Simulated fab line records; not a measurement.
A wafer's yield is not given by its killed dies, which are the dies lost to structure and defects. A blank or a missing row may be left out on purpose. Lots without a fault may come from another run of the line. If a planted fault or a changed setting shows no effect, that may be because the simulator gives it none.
fab line records / flow nandHarc
[record] lots = 12 wafers = 36 lastDay = 33
route steps=1302 shown A_CHANNEL_FILL_D1@493 A_DECK1_JOINT@526
lots that met no fault: from a run of the same line without faults
startH: the number of hours between the record's first day and the start of the first shown wafer of the lot / waitH: hours elapsed since this lot's preceding step / " repeats the value in the row above / L1.1+2: a row that stands for several wafers / - no value, or no start given / * or withheld: withheld / < > ~ a bound
route shown NAME@n: a module of which the file shows steps, and the number in the route of the first / usual: average and standard deviation across the fault-free wafers / same: alike in all rows / chamber/n: place in a boat / sites: each site's reading / _std_site: their standard deviation / _edge_site: outer sites' mean less inner sites' / radiusMm: how far each site lies from the wafer's centre / mask NAME#n: copy n / behind: the most recent tool/chamber to have shaped the wafer / hold: reason for holding the lot/hours on hold/outcome of the hold / device: the transistor (n, p or np) that didn't switch / end of line: the same wafers' tests at the end of the route / a step given without rows: its recipe and nothing more / killed: dies that structure and defects cost at the first sort, which is not the same as the wafer's yield / map: a wafer's dies, marking killed ones x, the rest . and places with no die _
set.NAME: setting as actually run; set.NAME@STEP: the setting as run at that earlier step / model.NAME: the simulator's own value behind a step, which no gauge read
one table for each step of the route and one row for each wafer, over a sample of lots
services: a tool's chamber out of use, with start hour (startH, from the record's first day; less than 0 if before it), hours out, and reason
[[steps]]
[step NHARC_A_CHANNEL_FILL_D1_ALD_03]
[recipe] targetThkA = 60 pulseTimeS = 60 aldCycles = 58 tempC = 630 pressureTorr = 2 material = SiNx
[usual] precursorPulseHeightRel = 1.001/0.018 susceptorTempC = 630.00/0.26
lot.wafer=L615.1 tool=aldSinBatch-01 chamber=0 startH=- waitH=- precursorPulseHeightRel=1.010 susceptorTempC=629.73
lot.wafer=L615.3 tool=aldSinBatch-01 chamber=0 startH=- waitH=- precursorPulseHeightRel=1.001 susceptorTempC=630.41
lot.wafer=L615.4 tool=aldSinBatch-01 chamber=0 startH=- waitH=- precursorPulseHeightRel=1.002 susceptorTempC=629.91
lot.wafer=L617.2 tool=aldSinBatch-03 chamber=0 startH=- waitH=- precursorPulseHeightRel=0.997 susceptorTempC=630.41
lot.wafer=L617.4 tool=aldSinBatch-03 chamber=0 startH=- waitH=- precursorPulseHeightRel=1.008 susceptorTempC=629.91
lot.wafer=L617.5 tool=aldSinBatch-03 chamber=0 startH=- waitH=- precursorPulseHeightRel=1.003 susceptorTempC=629.67
lot.wafer=L618.1 tool=aldSinBatch-01 chamber=0 startH=- waitH=- precursorPulseHeightRel=1.005 susceptorTempC=630.25
lot.wafer=L618.2 tool=aldSinBatch-01 chamber=0 startH=- waitH=- precursorPulseHeightRel=1.003 susceptorTempC=630.15
lot.wafer=L618.3 tool=aldSinBatch-01 chamber=0 startH=- waitH=- precursorPulseHeightRel=0.988 susceptorTempC=630.11
lot.wafer=L619.4 tool=aldSinBatch-02 chamber=0 startH=- waitH=- precursorPulseHeightRel=0.976 susceptorTempC=-
lot.wafer=L619.5 tool=aldSinBatch-02 chamber=0 startH=- waitH=- precursorPulseHeightRel=0.999 susceptorTempC=-
lot.wafer=L619.6 tool=aldSinBatch-02 chamber=0 startH=- waitH=- precursorPulseHeightRel=0.988 susceptorTempC=-
lot.wafer=L620.1 tool=aldSinBatch-01 chamber=0 startH=- waitH=- precursorPulseHeightRel=1.002 susceptorTempC=-
lot.wafer=L620.4 tool=aldSinBatch-01 chamber=0 startH=- waitH=- precursorPulseHeightRel=1.019 susceptorTempC=-
lot.wafer=L620.6 tool=aldSinBatch-01 chamber=0 startH=- waitH=- precursorPulseHeightRel=1.021 susceptorTempC=-
lot.wafer=L621.1 tool=aldSinBatch-01 chamber=0 startH=- waitH=- precursorPulseHeightRel=1.000 susceptorTempC=629.72
lot.wafer=L621.4 tool=aldSinBatch-01 chamber=0 startH=- waitH=- precursorPulseHeightRel=0.979 susceptorTempC=629.96
lot.wafer=L621.5 tool=aldSinBatch-01 chamber=0 startH=- waitH=- precursorPulseHeightRel=1.008 susceptorTempC=629.77
lot.wafer=L622.3 tool=aldSinBatch-01 chamber=0 startH=- waitH=- precursorPulseHeightRel=1.007 susceptorTempC=-
lot.wafer=L622.4 tool=aldSinBatch-01 chamber=0 startH=- waitH=- precursorPulseHeightRel=0.994 susceptorTempC=-
lot.wafer=L622.5 tool=aldSinBatch-01 chamber=0 startH=- waitH=- precursorPulseHeightRel=1.003 susceptorTempC=-
lot.wafer=L625.3 tool=aldSinBatch-01 chamber=0 startH=- waitH=- precursorPulseHeightRel=1.016 susceptorTempC=630.09
lot.wafer=L625.4 tool=aldSinBatch-01 chamber=0 startH=- waitH=- precursorPulseHeightRel=0.995 susceptorTempC=630.09
lot.wafer=L625.6 tool=aldSinBatch-01 chamber=0 startH=- waitH=- precursorPulseHeightRel=1.018 susceptorTempC=629.67
lot.wafer=L630.1 tool=aldSinBatch-01 chamber=0 startH=- waitH=- precursorPulseHeightRel=0.998 susceptorTempC=629.97
lot.wafer=L630.2 tool=aldSinBatch-01 chamber=0 startH=- waitH=- precursorPulseHeightRel=0.990 susceptorTempC=629.75
lot.wafer=L630.6 tool=aldSinBatch-01 chamber=0 startH=- waitH=- precursorPulseHeightRel=1.016 susceptorTempC=629.90
lot.wafer=L634.2 tool=aldSinBatch-02 chamber=0 startH=- waitH=- precursorPulseHeightRel=0.988 susceptorTempC=630.04
lot.wafer=L634.4 tool=aldSinBatch-02 chamber=0 startH=- waitH=- precursorPulseHeightRel=1.009 susceptorTempC=630.20
lot.wafer=L634.6 tool=aldSinBatch-02 chamber=0 startH=- waitH=- precursorPulseHeightRel=1.023 susceptorTempC=629.98
lot.wafer=L636.2 tool=aldSinBatch-03 chamber=0 startH=- waitH=- precursorPulseHeightRel=1.011 susceptorTempC=-
lot.wafer=L636.4 tool=aldSinBatch-03 chamber=0 startH=- waitH=- precursorPulseHeightRel=1.032 susceptorTempC=-
lot.wafer=L636.6 tool=aldSinBatch-03 chamber=0 startH=- waitH=- precursorPulseHeightRel=0.999 susceptorTempC=-
lot.wafer=L637.1 tool=aldSinBatch-03 chamber=0 startH=- waitH=- precursorPulseHeightRel=1.013 susceptorTempC=629.48
lot.wafer=L637.3 tool=aldSinBatch-03 chamber=0 startH=- waitH=- precursorPulseHeightRel=1.019 susceptorTempC=629.70
lot.wafer=L637.6 tool=aldSinBatch-03 chamber=0 startH=- waitH=- precursorPulseHeightRel=1.015 susceptorTempC=629.78
[step NHARC_A_CHANNEL_FILL_D1_ALD_25]
[recipe] targetThkA = 600 pulseTimeS = 10 aldCycles = 600 tempC = 300 material = SiOx
[usual] heaterPowerW = 457/74 precursorPulseHeightRel = 1.002/0.019 susceptorTempC = 300.01/0.18
lot.wafer=L615.4 tool=aldHk-01 chamber=2 startH=219.49 waitH=0.1 heaterPowerW=354 precursorPulseHeightRel=0.957 sinceWetCleanH=89 susceptorTempC=299.92
lot.wafer=L615.3 tool=aldHk-01 chamber=0 startH=220.72 waitH=1.3 heaterPowerW=451 precursorPulseHeightRel=1.005 sinceWetCleanH=90 susceptorTempC=299.91
lot.wafer=L615.1 tool=aldHk-01 chamber=1 startH=220.72 waitH=1.3 heaterPowerW=576 precursorPulseHeightRel=0.995 sinceWetCleanH=91 susceptorTempC=299.81
lot.wafer=L617.4 tool=aldHk-01 chamber=0 startH=251.44 waitH=1.7 heaterPowerW=455 precursorPulseHeightRel=0.996 sinceWetCleanH=121 susceptorTempC=299.94
lot.wafer=L617.2 tool=aldHk-01 chamber=1 startH=251.44 waitH=1.7 heaterPowerW=588 precursorPulseHeightRel=1.019 sinceWetCleanH=122 susceptorTempC=300.03
lot.wafer=L617.5 tool=aldHk-01 chamber=3 startH=253.28 waitH=3.5 heaterPowerW=355 precursorPulseHeightRel=1.035 sinceWetCleanH=- susceptorTempC=299.75
lot.wafer=L618.3 tool=aldHk-01 chamber=1 startH=259.17 waitH=0.1 heaterPowerW=588 precursorPulseHeightRel=0.995 sinceWetCleanH=129 susceptorTempC=300.08
lot.wafer=L618.2 tool=aldHk-01 chamber=2 startH=259.17 waitH=0.1 heaterPowerW=347 precursorPulseHeightRel=1.024 sinceWetCleanH=129 susceptorTempC=300.00
lot.wafer=L618.1 tool=aldHk-01 chamber=3 startH=259.17 waitH=0.1 heaterPowerW=354 precursorPulseHeightRel=1.022 sinceWetCleanH=130 susceptorTempC=299.81
lot.wafer=L619.4 tool=aldHk-03 chamber=2 startH=268.78 waitH=0.0 heaterPowerW=441 precursorPulseHeightRel=1.007 sinceWetCleanH=48 susceptorTempC=299.68
lot.wafer=L619.5 tool=aldHk-03 chamber=2 startH=271.24 waitH=2.5 heaterPowerW=438 precursorPulseHeightRel=1.023 sinceWetCleanH=- susceptorTempC=299.82
lot.wafer=L619.6 tool=aldHk-03 chamber=3 startH=271.24 waitH=2.5 heaterPowerW=542 precursorPulseHeightRel=1.022 sinceWetCleanH=- susceptorTempC=299.75
lot.wafer=L620.4 tool=aldHk-03 chamber=2 startH=279.21 waitH=0.0 heaterPowerW=439 precursorPulseHeightRel=0.980 sinceWetCleanH=58 susceptorTempC=300.02
lot.wafer=L620.1 tool=aldHk-03 chamber=3 startH=279.21 waitH=0.0 heaterPowerW=515 precursorPulseHeightRel=1.009 sinceWetCleanH=59 susceptorTempC=299.99
lot.wafer=L620.6 tool=aldHk-03 chamber=3 startH=282.34 waitH=3.2 heaterPowerW=526 precursorPulseHeightRel=1.013 sinceWetCleanH=- susceptorTempC=299.81
lot.wafer=L621.4 tool=aldHk-01 chamber=2 startH=287.64 waitH=0.7 heaterPowerW=352 precursorPulseHeightRel=1.002 sinceWetCleanH=157 susceptorTempC=300.06
lot.wafer=L621.1 tool=aldHk-01 chamber=3 startH=287.64 waitH=0.7 heaterPowerW=351 precursorPulseHeightRel=1.004 sinceWetCleanH=158 susceptorTempC=300.01
lot.wafer=L621.5 tool=aldHk-01 chamber=1 startH=289.54 waitH=2.6 heaterPowerW=586 precursorPulseHeightRel=0.994 sinceWetCleanH=- susceptorTempC=300.34
lot.wafer=L622.4 tool=aldHk-02 chamber=3 startH=292.20 waitH=0.0 heaterPowerW=437 precursorPulseHeightRel=0.987 sinceWetCleanH=113 susceptorTempC=300.15
lot.wafer=L622.3 tool=aldHk-02 chamber=1 startH=293.43 waitH=1.3 heaterPowerW=396 precursorPulseHeightRel=1.011 sinceWetCleanH=115 susceptorTempC=300.04
lot.wafer=L622.5 tool=aldHk-02 chamber=0 startH=295.28 waitH=3.1 heaterPowerW=521 precursorPulseHeightRel=0.980 sinceWetCleanH=- susceptorTempC=299.99
lot.wafer=L625.3 tool=aldHk-01 chamber=2 startH=321.65 waitH=1.3 heaterPowerW=348 precursorPulseHeightRel=1.001 sinceWetCleanH=12 susceptorTempC=300.04
lot.wafer=L625.4 tool=aldHk-01 chamber=3 startH=321.65 waitH=1.3 heaterPowerW=355 precursorPulseHeightRel=1.023 sinceWetCleanH=13 susceptorTempC=300.14
lot.wafer=L625.6 tool=aldHk-01 chamber=0 startH=321.65 waitH=1.3 heaterPowerW=478 precursorPulseHeightRel=0.973 sinceWetCleanH=- susceptorTempC=299.90
lot.wafer=L630.2 tool=aldHk-02 chamber=0 startH=374.03 waitH=0.1 heaterPowerW=502 precursorPulseHeightRel=1.012 sinceWetCleanH=17 susceptorTempC=299.93
lot.wafer=L630.1 tool=aldHk-02 chamber=1 startH=374.03 waitH=0.1 heaterPowerW=407 precursorPulseHeightRel=0.973 sinceWetCleanH=18 susceptorTempC=299.93
lot.wafer=L630.6 tool=aldHk-02 chamber=1 startH=377.10 waitH=3.1 heaterPowerW=402 precursorPulseHeightRel=0.982 sinceWetCleanH=- susceptorTempC=299.94
lot.wafer=L634.2 tool=aldHk-03 chamber=3 startH=428.39 waitH=0.1 heaterPowerW=532 precursorPulseHeightRel=0.984 sinceWetCleanH=27 susceptorTempC=300.33
lot.wafer=L634.4 tool=aldHk-03 chamber=2 startH=430.22 waitH=1.9 heaterPowerW=436 precursorPulseHeightRel=1.007 sinceWetCleanH=28 susceptorTempC=300.08
lot.wafer=L634.6 tool=aldHk-03 chamber=3 startH=430.22 waitH=1.9 heaterPowerW=546 precursorPulseHeightRel=0.996 sinceWetCleanH=- susceptorTempC=300.09
lot.wafer=L636.2 tool=aldHk-01 chamber=1 startH=443.42 waitH=1.3 heaterPowerW=576 precursorPulseHeightRel=1.012 sinceWetCleanH=134 susceptorTempC=300.13
lot.wafer=L636.4 tool=aldHk-01 chamber=2 startH=443.42 waitH=1.3 heaterPowerW=338 precursorPulseHeightRel=0.965 sinceWetCleanH=135 susceptorTempC=299.98
lot.wafer=L636.6 tool=aldHk-01 chamber=0 startH=445.26 waitH=3.1 heaterPowerW=473 precursorPulseHeightRel=1.003 sinceWetCleanH=- susceptorTempC=300.18
lot.wafer=L637.1 tool=aldHk-02 chamber=0 startH=453.36 waitH=0.1 heaterPowerW=505 precursorPulseHeightRel=0.964 sinceWetCleanH=96 susceptorTempC=299.78
lot.wafer=L637.3 tool=aldHk-02 chamber=3 startH=455.21 waitH=1.9 heaterPowerW=447 precursorPulseHeightRel=0.990 sinceWetCleanH=98 susceptorTempC=299.88
lot.wafer=L637.6 tool=aldHk-02 chamber=1 startH=456.44 waitH=3.1 heaterPowerW=399 precursorPulseHeightRel=1.007 sinceWetCleanH=- susceptorTempC=299.77
[step NHARC_A_CHANNEL_FILL_D1_ETCHBACK_08]
[recipe] targetDepthA = 2200 timeS = 110 c4f8FlowSccm = 20 arFlowSccm = withheld rfW = 600 biasW = 300 chemistry = C4F8
[usual] oesProductAu = 0.96/0.037 rfVppV = 442/3.3
lot.wafer=L615.3 tool=rieDiel-01 chamber=0 startH=- waitH=- oesProductAu=0.99 rfHoursCounterH=0.1 rfVppV=442
lot.wafer=L615.1 tool=rieDiel-01 chamber=1 startH=- waitH=- oesProductAu=1.02 rfHoursCounterH=0.1 rfVppV=445
lot.wafer=L615.4 tool=rieDiel-01 chamber=3 startH=- waitH=- oesProductAu=1.01 rfHoursCounterH=0.1 rfVppV=445
lot.wafer=L617.2 tool=rieDiel-01 chamber=1 startH=- waitH=- oesProductAu=0.95 rfHoursCounterH=1.4 rfVppV=445
lot.wafer=L617.4 tool=rieDiel-01 chamber=2 startH=- waitH=- oesProductAu=0.92 rfHoursCounterH=1.2 rfVppV=438
lot.wafer=L617.5 tool=rieDiel-01 chamber=0 startH=- waitH=- oesProductAu=0.92 rfHoursCounterH=- rfVppV=443
lot.wafer=L618.3 tool=rieDiel-03 chamber=0 startH=- waitH=- oesProductAu=0.94 rfHoursCounterH=7.5 rfVppV=438
lot.wafer=L618.1 tool=rieDiel-03 chamber=1 startH=- waitH=- oesProductAu=0.95 rfHoursCounterH=6.6 rfVppV=438
lot.wafer=L618.2 tool=rieDiel-03 chamber=2 startH=- waitH=- oesProductAu=0.94 rfHoursCounterH=7.7 rfVppV=443
lot.wafer=L619.4 tool=rieDiel-01 chamber=0 startH=- waitH=- oesProductAu=0.92 rfHoursCounterH=3.2 rfVppV=442
lot.wafer=L619.5 tool=rieDiel-01 chamber=1 startH=- waitH=- oesProductAu=0.94 rfHoursCounterH=- rfVppV=445
lot.wafer=L619.6 tool=rieDiel-01 chamber=2 startH=- waitH=- oesProductAu=0.92 rfHoursCounterH=- rfVppV=438
lot.wafer=L620.4 tool=rieDiel-01 chamber=1 startH=- waitH=- oesProductAu=1.02 rfHoursCounterH=4.1 rfVppV=444
lot.wafer=L620.1 tool=rieDiel-01 chamber=2 startH=- waitH=- oesProductAu=1.01 rfHoursCounterH=3.2 rfVppV=438
lot.wafer=L620.6 tool=rieDiel-01 chamber=1 startH=- waitH=- oesProductAu=1.02 rfHoursCounterH=- rfVppV=444
lot.wafer=L621.1 tool=rieDiel-03 chamber=0 startH=- waitH=- oesProductAu=1.00 rfHoursCounterH=0.0 rfVppV=437
lot.wafer=L621.4 tool=rieDiel-03 chamber=1 startH=- waitH=- oesProductAu=1.02 rfHoursCounterH=0.0 rfVppV=438
lot.wafer=L621.5 tool=rieDiel-03 chamber=3 startH=- waitH=- oesProductAu=1.00 rfHoursCounterH=- rfVppV=445
lot.wafer=L622.3 tool=rieDiel-03 chamber=3 startH=- waitH=- oesProductAu=1.01 rfHoursCounterH=0.2 rfVppV=445
lot.wafer=L622.4 tool=rieDiel-03 chamber=1 startH=- waitH=- oesProductAu=1.03 rfHoursCounterH=0.2 rfVppV=438
lot.wafer=L622.5 tool=rieDiel-03 chamber=3 startH=- waitH=- oesProductAu=1.00 rfHoursCounterH=- rfVppV=444
lot.wafer=L625.4 tool=rieDiel-01 chamber=3 startH=- waitH=- oesProductAu=0.93 rfHoursCounterH=5.3 rfVppV=444
lot.wafer=L625.3 tool=rieDiel-01 chamber=0 startH=- waitH=- oesProductAu=0.92 rfHoursCounterH=5.9 rfVppV=442
lot.wafer=L625.6 tool=rieDiel-01 chamber=1 startH=- waitH=- oesProductAu=0.95 rfHoursCounterH=- rfVppV=445
lot.wafer=L630.2 tool=rieDiel-03 chamber=2 startH=- waitH=- oesProductAu=1.01 rfHoursCounterH=4.1 rfVppV=445
lot.wafer=L630.1 tool=rieDiel-03 chamber=3 startH=- waitH=- oesProductAu=1.00 rfHoursCounterH=5.8 rfVppV=445
lot.wafer=L630.6 tool=rieDiel-03 chamber=1 startH=- waitH=- oesProductAu=1.02 rfHoursCounterH=- rfVppV=438
lot.wafer=L634.2 tool=rieDiel-08 chamber=0 startH=- waitH=- oesProductAu=0.94 rfHoursCounterH=3.3 rfVppV=437
lot.wafer=L634.4 tool=rieDiel-08 chamber=2 startH=- waitH=- oesProductAu=0.94 rfHoursCounterH=3.6 rfVppV=443
lot.wafer=L634.6 tool=rieDiel-08 chamber=3 startH=- waitH=- oesProductAu=0.94 rfHoursCounterH=- rfVppV=441
lot.wafer=L636.4 tool=rieDiel-03 chamber=1 startH=- waitH=- oesProductAu=0.94 rfHoursCounterH=10.9 rfVppV=439
lot.wafer=L636.2 tool=rieDiel-03 chamber=3 startH=- waitH=- oesProductAu=0.94 rfHoursCounterH=11.1 rfVppV=446
lot.wafer=L636.6 tool=rieDiel-03 chamber=0 startH=- waitH=- oesProductAu=0.93 rfHoursCounterH=- rfVppV=438
lot.wafer=L637.1 tool=rieDiel-08 chamber=2 startH=- waitH=- oesProductAu=1.00 rfHoursCounterH=4.0 rfVppV=441
lot.wafer=L637.3 tool=rieDiel-08 chamber=3 startH=- waitH=- oesProductAu=1.01 rfHoursCounterH=4.1 rfVppV=441
lot.wafer=L637.6 tool=rieDiel-08 chamber=1 startH=- waitH=- oesProductAu=1.00 rfHoursCounterH=- rfVppV=436
[step NHARC_A_DECK1_JOINT_CVD_12]
[recipe] targetThkA = 900 tempC = 620 pressureMtorr = 200 timeS = 1800 material = poly-Si
lot.wafer=L615.1+3+4 tool=lpcvdPoly-03 chamber=0 startH=238.75 waitH=2.5
lot.wafer=L617.2+4+5 tool=lpcvdPoly-01 chamber=0 startH=269.64 waitH=2.6
lot.wafer=L618.1+2+3 tool=lpcvdPoly-01 chamber=0 startH=278.49 waitH=2.5
lot.wafer=L619.4+5+6 tool=lpcvdPoly-01 chamber=0 startH=288.02 waitH=2.6
lot.wafer=L620.1+4+6 tool=lpcvdPoly-02 chamber=0 startH=298.33 waitH=2.5
lot.wafer=L621.1+4+5 tool=lpcvdPoly-03 chamber=0 startH=306.32 waitH=2.6
lot.wafer=L621.1+4+5 tool=lpcvdPoly-01 chamber=0 startH=311.74 waitH=2.9
lot.wafer=L622.3+4+5 tool=lpcvdPoly-01 chamber=0 startH=311.74 waitH=2.8
lot.wafer=L625.3+4+6 tool=lpcvdPoly-03 chamber=0 startH=340.35 waitH=2.6
lot.wafer=L625.3+4+6 tool=lpcvdPoly-01 chamber=0 startH=343.19 waitH=0.4
lot.wafer=L630.1+2+6 tool=lpcvdPoly-01 chamber=0 startH=393.27 waitH=2.6
lot.wafer=L634.2+4+6 tool=lpcvdPoly-01 chamber=0 startH=447.62 waitH=2.6
lot.wafer=L636.2+4+6 tool=lpcvdPoly-02 chamber=0 startH=461.20 waitH=2.4
lot.wafer=L637.1+3+6 tool=lpcvdPoly-02 chamber=0 startH=472.53 waitH=2.4
[step NHARC_A_DECK1_JOINT_CMP_13]
[recipe] targetThkNm = 51.023
[usual] motorCurrentA = 11.4/1.2 timeToEndpointS = 8.7/2
lot.wafer=L615.4 tool=cmp-01 chamber=1 startH=241.62 waitH=0.4 motorCurrentA=10.7 timeToEndpointS=12.1
lot.wafer=L615.1 tool=cmp-01 chamber=2 startH=241.62 waitH=0.4 motorCurrentA=10.8 timeToEndpointS=8.5
lot.wafer=L615.3 tool=cmp-01 chamber=3 startH=241.62 waitH=0.4 motorCurrentA=10.3 timeToEndpointS=9.2
lot.wafer=L617.2 tool=cmp-02 chamber=3 startH=272.50 waitH=0.4 motorCurrentA=12.9 timeToEndpointS=11.7
lot.wafer=L617.4 tool=cmp-02 chamber=0 startH=272.50 waitH=0.4 motorCurrentA=11.2 timeToEndpointS=8.8
lot.wafer=L617.5 tool=cmp-02 chamber=0 startH=272.50 waitH=0.4 motorCurrentA=10.7 timeToEndpointS=7.6
lot.wafer=L618.3 tool=cmp-01 chamber=3 startH=281.31 waitH=0.4 motorCurrentA=10.2 timeToEndpointS=9.5
lot.wafer=L618.2 tool=cmp-01 chamber=0 startH=281.31 waitH=0.4 motorCurrentA=11.6 timeToEndpointS=10.2
lot.wafer=L618.1 tool=cmp-01 chamber=1 startH=281.31 waitH=0.4 motorCurrentA=10.1 timeToEndpointS=10.8
lot.wafer=L619.4 tool=cmp-02 chamber=0 startH=290.97 waitH=0.4 motorCurrentA=10.9 timeToEndpointS=7.4
lot.wafer=L619.6 tool=cmp-02 chamber=1 startH=290.97 waitH=0.4 motorCurrentA=10.2 timeToEndpointS=9.0
lot.wafer=L619.5 tool=cmp-02 chamber=2 startH=290.97 waitH=0.4 motorCurrentA=13.7 timeToEndpointS=12.6
lot.wafer=L620.1 tool=cmp-04 chamber=1 startH=301.21 waitH=0.4 motorCurrentA=11.1 timeToEndpointS=10.1
lot.wafer=L620.4 tool=cmp-04 chamber=2 startH=301.21 waitH=0.4 motorCurrentA=11.5 timeToEndpointS=6.4
lot.wafer=L620.6 tool=cmp-04 chamber=0 startH=301.21 waitH=0.4 motorCurrentA=13.0 timeToEndpointS=5.2
lot.wafer=L622.3 tool=cmp-01 chamber=2 startH=314.59 waitH=0.4 motorCurrentA=11.2 timeToEndpointS=10.3
lot.wafer=L622.4 tool=cmp-01 chamber=0 startH=314.59 waitH=0.4 motorCurrentA=11.9 timeToEndpointS=6.9
lot.wafer=L622.5 tool=cmp-01 chamber=3 startH=314.59 waitH=0.4 motorCurrentA=10.3 timeToEndpointS=8.1
lot.wafer=L621.4 tool=cmp-01 chamber=0 startH=314.97 waitH=0.8 motorCurrentA=11.5 timeToEndpointS=18.7
lot.wafer=L621.1 tool=cmp-01 chamber=1 startH=314.97 waitH=0.8 motorCurrentA=9.9 timeToEndpointS=23.1
lot.wafer=L621.5 tool=cmp-01 chamber=3 startH=314.97 waitH=0.8 motorCurrentA=10.7 timeToEndpointS=21.1
lot.wafer=L625.4 tool=cmp-02 chamber=0 startH=346.41 waitH=0.7 motorCurrentA=10.7 timeToEndpointS=15.6
lot.wafer=L625.3 tool=cmp-02 chamber=1 startH=346.41 waitH=0.7 motorCurrentA=10.7 timeToEndpointS=15.2
lot.wafer=L625.6 tool=cmp-02 chamber=3 startH=346.41 waitH=0.7 motorCurrentA=13.5 timeToEndpointS=20.8
lot.wafer=L630.2 tool=cmp-01 chamber=1 startH=396.10 waitH=0.4 motorCurrentA=10.0 timeToEndpointS=12.1
lot.wafer=L630.1 tool=cmp-01 chamber=2 startH=396.10 waitH=0.4 motorCurrentA=11.2 timeToEndpointS=8.6
lot.wafer=L630.6 tool=cmp-01 chamber=2 startH=396.10 waitH=0.4 motorCurrentA=11.7 timeToEndpointS=7.9
lot.wafer=L634.4 tool=cmp-04 chamber=3 startH=450.47 waitH=0.4 motorCurrentA=10.4 timeToEndpointS=10.0
lot.wafer=L634.2 tool=cmp-04 chamber=0 startH=450.47 waitH=0.4 motorCurrentA=12.5 timeToEndpointS=10.3
lot.wafer=L634.6 tool=cmp-04 chamber=0 startH=450.47 waitH=0.4 motorCurrentA=12.2 timeToEndpointS=10.9
lot.wafer=L636.4 tool=cmp-01 chamber=2 startH=464.04 waitH=0.4 motorCurrentA=11.0 timeToEndpointS=9.6
lot.wafer=L636.2 tool=cmp-01 chamber=3 startH=464.04 waitH=0.4 motorCurrentA=10.6 timeToEndpointS=8.8
lot.wafer=L636.6 tool=cmp-01 chamber=2 startH=464.04 waitH=0.4 motorCurrentA=11.5 timeToEndpointS=8.9
lot.wafer=L637.1 tool=cmp-04 chamber=3 startH=475.42 waitH=0.4 motorCurrentA=10.3 timeToEndpointS=5.1
lot.wafer=L637.3 tool=cmp-04 chamber=0 startH=475.42 waitH=0.4 motorCurrentA=13.3 timeToEndpointS=5.7
lot.wafer=L637.6 tool=cmp-04 chamber=2 startH=475.42 waitH=0.4 motorCurrentA=11.2 timeToEndpointS=5.9
[[services]]
tool=rieDiel-03 chamber=1 startH=169.93 hours=6.0 kind=repair
tool=rieDiel-03 chamber=3 startH=184.88 hours=14.9 kind=repair
tool=cmp-01 chamber=- startH=189.77 hours=4.0 kind=pm
tool=rieDiel-01 chamber=- startH=203.86 hours=9.0 kind=pm
tool=aldSinBatch-01 chamber=- startH=205.76 hours=16.3 kind=repair
tool=rieDiel-03 chamber=2 startH=219.86 hours=4.2 kind=repair
tool=rieDiel-03 chamber=0 startH=230.78 hours=4.5 kind=repair
tool=rieDiel-03 chamber=0 startH=252.70 hours=7.2 kind=repair
tool=cmp-01 chamber=- startH=254.32 hours=4.8 kind=repair
tool=cmp-01 chamber=- startH=264.11 hours=0.5 kind=repair
tool=rieDiel-03 chamber=- startH=281.30 hours=9.0 kind=pm
tool=cmp-01 chamber=- startH=287.77 hours=4.0 kind=pm
tool=aldHk-01 chamber=- startH=300.38 hours=10.0 kind=pm
tool=rieDiel-03 chamber=2 startH=302.23 hours=9.1 kind=repair
tool=rieDiel-01 chamber=2 startH=378.10 hours=6.4 kind=repair
tool=rieDiel-01 chamber=- startH=380.86 hours=9.0 kind=pm
tool=cmp-01 chamber=- startH=385.77 hours=4.0 kind=pm
tool=rieDiel-03 chamber=1 startH=393.66 hours=8.5 kind=repair
tool=rieDiel-03 chamber=0 startH=396.05 hours=6.9 kind=repair
tool=cmp-01 chamber=- startH=413.61 hours=3.9 kind=repair
tool=rieDiel-01 chamber=2 startH=418.26 hours=8.7 kind=repair
tool=rieDiel-01 chamber=0 startH=420.49 hours=13.5 kind=repair
tool=cmp-01 chamber=- startH=449.08 hours=0.7 kind=repair
tool=rieDiel-03 chamber=- startH=458.30 hours=9.0 kind=pm
[[key]]
[firstSign] step = NHARC_A_DECK1_JOINT_CVD_12 reading = visit direction = added
[effect] step = NHARC_A_DECK1_JOINT_CMP_13 reading = timeToEndpointS direction = up sigmas = 5.2 usual = * struck = *
metAt NHARC_A_DECK1_JOINT_CVD_12
struckLots L621,L625
testerLeftOut L621,L625
notActingAt NHARC_A_CHANNEL_FILL_D1_ALD_03,NHARC_A_CHANNEL_FILL_D1_ALD_25,NHARC_A_CHANNEL_FILL_D1_ETCHBACK_08
[fault] kind = repeatedStepWhole tool = lpcvdPoly-01,lpcvdPoly-02,lpcvdPoly-03 chamber = - onsetH = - steps = NHARC_A_DECK1_JOINT_CVD_12 times = 1 scope = struckLotsOnly
// testerLeftOut: of these lots the tester's yield and bins aren't shown, on N5 and GAA mostly nor the transistor test; their killed dies are dies lost to structure and defects alone, not to doping, threshold or leakage, so they don't give the yield
